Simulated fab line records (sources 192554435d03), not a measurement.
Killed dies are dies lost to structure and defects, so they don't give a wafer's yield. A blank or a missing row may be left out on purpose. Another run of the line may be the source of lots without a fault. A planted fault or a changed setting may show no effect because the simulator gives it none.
A lot that was struck, set against a sound lot :: flow n5-finfet :: 14 steps out of a route of 1938
Sound: wafers L831.4, L831.5, L831.6. Wafers L840.2, L840.5 were the ones struck. The cause comes at the end.
For every step that has rows: the tool of each side, followed by ch and its chambers, followed by its first start. Under that, the readings that differ: sound wafers :: struck wafers :: difference of the means :: sigmas: that difference in standard deviations of wafers without a fault.
alike: words and numbers the same on both sides, and readings whose means are apart by under 2 such deviations; not compared: readings that were withheld, readings missing a value for some wafer, numbers with overlapping values and no deviation given by the record, and bounds like >300 which may hide the same value.
The two part at a step that has a row with sigmas, a row that says differs or no value, or rows on one side only. Non-overlapping numbers with no deviation appear without sigmas and do not part them. A reading missing from all wafers of one side parts the sides only when that side holds two or more wafers.

first, 5 steps without rows for these wafers: N5_PASSIVATION_SOFTBAKE_05 (time 90 s); N5_PASSIVATION_EXPOSE_07 (exposes mask TV, defocus 0 nm, target cd 3000 nm); N5_PASSIVATION_PEB_08; N5_PASSIVATION_DEVELOP_09 (develop time 60 s); N5_PASSIVATION_HARDBAKE_11 (time 120 s).
N5_PASSIVATION_CD_MEAS_10: the cd target is 3000 nm.
  sound on cd-sem-02 ch 0, day 12 18:59; struck on cd-sem-01 ch 0, day 15 00:18
  alike: cd-nm
N5_PASSIVATION_OVL_MEAS_60:
  sound on overlay-02 ch 0, day 12 19:01; struck on overlay-01 ch 0, day 15 00:20
  alike: TV_OVL
N5_PASSIVATION_INSPECT_61: inspects for defects (macro).
  sound on defect-inspect-01, day 12 19:02; struck on defect-inspect-02, day 15 00:21
  alike: raw-defect-count
N5_PASSIVATION_DESCUM_12: chemistry O2, time 7.9 s.
  sound on rie-diel-05 ch 0,3, day 12 19:39; struck on rie-diel-05 ch 3, day 15 00:23
  alike: drypump-motor-current-A, oes-product-au, rf-vpp-V, showerhead-plenum-p-Torr, throttle-valve-pct
  not compared: rf-hours-counter-h
N5_PASSIVATION_PASS_ETCH_74: etches SiNx in CF4/O2, target depth 220 nm, time 110 s.
  sound on rie-diel-05 ch 0,3, day 12 19:46; struck on rie-diel-05 ch 3, day 15 00:27
  alike: drypump-motor-current-A, oes-product-au, rf-vpp-V, showerhead-plenum-p-Torr, throttle-valve-pct
  not compared: rf-hours-counter-h
N5_PASSIVATION_VIA_ETCH_13: etches SiO2 in CHF3/O2, target depth 660 nm, time 330 s.
  sound on rie-diel-05 ch 0,3, day 12 19:57; struck on rie-diel-05 ch 3, day 15 00:32
  alike: drypump-motor-current-A, etch-rf-on-time-s, oes-product-au, rf-vpp-V, showerhead-plenum-p-Torr, throttle-valve-pct
  not compared: rf-hours-counter-h
N5_PASSIVATION_STRIP_14: strips in O2.
  sound on rie-diel-05 ch 0,3, day 12 20:10; struck on rie-diel-05 ch 3, day 15 00:44
  alike: drypump-motor-current-A, oes-product-au, rf-vpp-V, showerhead-plenum-p-Torr, throttle-valve-pct
  not compared: rf-hours-counter-h
N5_PASSIVATION_ETCH_15: etches SiCN in CF4/N2, target depth 75 nm, time 81.2 s.
  sound on rie-diel-05 ch 0,3, day 12 20:15; struck on rie-diel-05 ch 3, day 15 00:47
reading: model.etch.depth-nm (nm)
sound: 64.88 65.82 65.38
struck: 70.49 70.23
difference: +5.00
sigmas: 
  alike: drypump-motor-current-A, oes-product-au, rf-vpp-V, showerhead-plenum-p-Torr, throttle-valve-pct
  not compared: rf-hours-counter-h
then, 1 step without rows for these wafers: N5_PASSIVATION_STRIP_73 (strips in post etch residue remover, time 60 s).

WHERE THEY PART
Nowhere in this record.

WHY: what the simulator had put in
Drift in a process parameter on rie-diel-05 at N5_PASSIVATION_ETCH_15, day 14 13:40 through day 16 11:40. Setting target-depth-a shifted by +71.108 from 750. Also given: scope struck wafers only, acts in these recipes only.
